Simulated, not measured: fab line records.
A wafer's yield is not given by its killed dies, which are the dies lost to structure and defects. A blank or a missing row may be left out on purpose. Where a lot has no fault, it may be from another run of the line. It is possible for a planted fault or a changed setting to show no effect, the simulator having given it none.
Comparing a struck lot with a sound one | flow nand-harc | 14 steps out of a route of 1159
Sound: the wafers L667.1, L667.4, L667.5. The struck wafers were L683.2, L683.5, L683.6. At the end, the cause is stated.
Order at every step that has rows: each side's tool, ch and its chambers, its first start. Under that, the readings that differ: sound wafers | struck wafers | difference of the means | sigmas: that difference in standard deviations of wafers without a fault.
alike: readings whose means differ by less than 2 such deviations, and words and numbers that are the same on both sides. not compared: withheld readings, readings that some wafer has no value for, bounds like >300 that may hide the same value, and numbers for which the record gives no deviation and whose values overlap.
The two part at a step that has a row with sigmas, a row that says differs or no value, or rows on one side only. Numbers that have no deviation but don't overlap get no sigmas and don't part them. A reading missing from all wafers of one side parts the sides only when that side holds two or more wafers.

first, 7 steps without rows for these wafers: NHARC_P_STI_SRD_35; NHARC_P_STI_ETCH_36 (etches SiO2 in dHF, target depth 38.8 nm); NHARC_P_STI_STRIP_24 (strips Si3N4 in H3PO4); NHARC_P_STI_ETCH_37 (etches SiO2 in dHF, target depth 11 nm); NHARC_P_STI_PRECLEAN_38 (cleans in SC1); NHARC_P_STI_SRD_39; NHARC_P_STI_OXIDE_40 (material SiO2, target thk 10 nm, ox time 1362 s).
NHARC_P_STI_INSPECT_25:
  struck on defect-inspect-02, day 8 01:08; sound on defect-inspect-01, day 3 19:50
  alike: raw-defect-count
then, 3 steps without rows for these wafers: NHARC_P_GATE_ETCH_69 (etches SiO2 in dHF, target depth 14 nm); NHARC_P_GATE_PRECLEAN_70 (cleans in SC1); NHARC_P_GATE_SRD_01.
NHARC_P_GATE_OXIDE_02: material SiO2, target thk 37.5 nm, ox time 365 s.
  sound on furnace-01 ch 0, day 3 23:08; struck on furnace-05 ch 0, day 8 04:12
  reading                | sound             | struck               | difference | sigmas
  spike-tc-bottom-C (C)  | 965.7 967.0 967.1 | 974.8 974.5 974.9    | +8.1       | +6
  spike-tc-centre-C (C)  | 950.6 951.3 950.6 | 955.4 959.1 956.7    | +6.2       | +6
  spike-tc-lower-C (C)   | 951.0 949.2 949.7 | 956.2 958.2 958.0    | +7.5       | +6
  spike-tc-top-C (C)     | 960.8 960.1 960.1 | 971.2 970.0 970.4    | +10.2      | +6
  spike-tc-upper-C (C)   | 947.0 946.8 947.3 | 958.2 958.2 957.3    | +10.9      | +6
  tube-center-temp-C (C) | 949.98 950.06 950 | 956.98 957.11 956.97 | +7.01      | +89
then, 1 step without rows for these wafers: NHARC_P_GATE_DEHYDRATE_03 (time 120 s).
-- break in the record here, with 17 days between the starts of the struck wafers on either side (left off in module P_GATE, picked up again in module END, where the first step shown is number 1159 on the route) --
NHARC_END_SORT_01:
  here the record holds rows for the struck wafers (prober-02 ch 0, day 25 08:21) but none for the sound ones

## WHERE THEY PART
At NHARC_P_GATE_OXIDE_02 first; at NHARC_END_SORT_01 last (within this record only).

WHY: whatever the simulator had introduced
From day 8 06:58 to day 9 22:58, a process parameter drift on furnace-05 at NHARC_P_GATE_OXIDE_02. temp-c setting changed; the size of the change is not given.
